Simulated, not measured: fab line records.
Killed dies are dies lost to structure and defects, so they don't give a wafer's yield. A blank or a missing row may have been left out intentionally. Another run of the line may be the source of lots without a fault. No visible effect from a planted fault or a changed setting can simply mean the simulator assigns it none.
Chamber matching | flow nandHarc | NHARC_A_CHANNEL_FILL_D1_STRIP_28 on rieDiel-10: 4 sister chambers
The step strips in O2, time 20 s. 8 wafers are shown with their chamber, then 10 later ones without.

== EACH WAFER AND ITS CHAMBER ==
wafer  | chamber | drypumpMotorCurrentA (A) | oesProductAu (a.u.)
L077.6 | 2       | 5.29                     | 1.006
L083.1 | 3       | 5.95                     | 1.013
L083.6 | 1       | 5.55                     | 0.999
L089.1 | 3       | 5.97                     | 1.016
L089.2 | 0       | 5.22                     | 1.004
L089.5 | 1       | 5.53                     | 1.003
L087.1 | 0       | 5.23                     | 1.005
L087.2 | 2       | 5.34                     | 1.005

== WAFERS MISSING THEIR CHAMBER ==
wafer  | drypumpMotorCurrentA (A) | oesProductAu (a.u.)
L087.4 | 5.93                     | 1.009
L092.1 | 5.93                     | 1.017
L092.3 | 5.21                     | 1.002
L092.4 | 5.58                     | 1.008
L094.1 | 5.33                     | 1.007
L094.2 | 5.94                     | 1.017
L094.6 | 5.34                     | 1.006
L096.1 | 5.55                     | 0.986
L096.2 | 5.22                     | 1.001
L096.4 | 5.95                     | 1.014

== THE CHAMBER EACH PASSED THROUGH ==
wafer  | from the rows above | in truth
L087.4 | 3                   | 3
L092.1 | 3                   | 3
L092.3 | 0                   | 0
L092.4 | 1                   | 1
L094.1 | 2                   | 2
L094.2 | 3                   | 3
L094.6 | 2                   | 2
L096.1 | 1                   | 1
L096.2 | 0                   | 0
L096.4 | 3                   | 3
10 of 10 placed correctly. From these rows, 0 cannot be placed. Number placed wrongly: 0.
How it was worked out, from the rows above alone: a wafer's distance from a chamber is the root of the sum, over the readings, of the square of ((its reading less the chamber's mean) divided by the reading's scatter). If the next closest chamber is less than 2 further off than the closest, the wafer can't be placed; otherwise it belongs to the closest. Each chamber's mean is taken over the wafers shown for it. The scatter is the square root of a quotient: the sum, over the shown wafers, of each reading's squared deviation from its chamber's mean, divided by wafers minus chambers.
